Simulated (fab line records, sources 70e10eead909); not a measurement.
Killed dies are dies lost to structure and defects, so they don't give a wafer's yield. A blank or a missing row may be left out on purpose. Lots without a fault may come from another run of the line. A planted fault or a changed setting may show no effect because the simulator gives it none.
Chamber matching | flow nand_harc | NHARC_P_M2_STRIP_18 on rie_diel-01: 4 sister chambers
The step strips in N2/H2. 8 wafers are shown with their chamber, then 7 later ones without.

WAFERS WITH THEIR CHAMBER
wafer  | chamber | showerhead_plenum_p_Torr (Torr) | drypump_motor_current_A (A)
L601.6 | 0       | 2.20                            | 4.9
L606.1 | 3       | 2.13                            | 5.2
L608.1 | 0       | 2.19                            | 4.9
L610.2 | 2       | 1.94                            | 6.2
L610.4 | 1       | 2.13                            | 5.2
L610.6 | 2       | 1.94                            | 6.2
L617.1 | 3       | 2.13                            | 5.1
L617.4 | 1       | 2.13                            | 5.2

WAFERS WITHOUT THEIR CHAMBER
wafer  | showerhead_plenum_p_Torr (Torr) | drypump_motor_current_A (A)
L617.6 | 2.13                            | 5.3
L621.2 | 2.13                            | 5.2
L621.3 | 2.19                            | 4.9
L621.5 | 1.94                            | 6.2
L623.2 | 2.19                            | 5.0
L623.3 | 1.94                            | 6.2
L623.6 | 2.13                            | 5.2

WHICH CHAMBER EACH WENT THROUGH
wafer  | from the rows above     | in truth
L617.6 | can't be placed: 1 or 3 | 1
L621.2 | can't be placed: 1 or 3 | 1
L621.3 | 0                       | 0
L621.5 | 2                       | 2
L623.2 | 0                       | 0
L623.3 | 2                       | 2
L623.6 | can't be placed: 1 or 3 | 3
Placed correctly: 4 of 7. Can't be placed from these rows: 3 (the true chamber is among the candidates in 3). Placed wrongly: 0.
How it was worked out, from the rows above alone: a wafer's distance from a chamber is the root of the sum, over the readings, of the square of ((its reading less the chamber's mean) divided by the reading's scatter). The wafer belongs to the nearest chamber; if the next one is less than 2 further off, it can't be placed. A chamber's mean is the mean of its shown wafers. The scatter: the root of (the sum of the squares of (reading less its chamber's mean) over the shown wafers, divided by (wafers less chambers)).
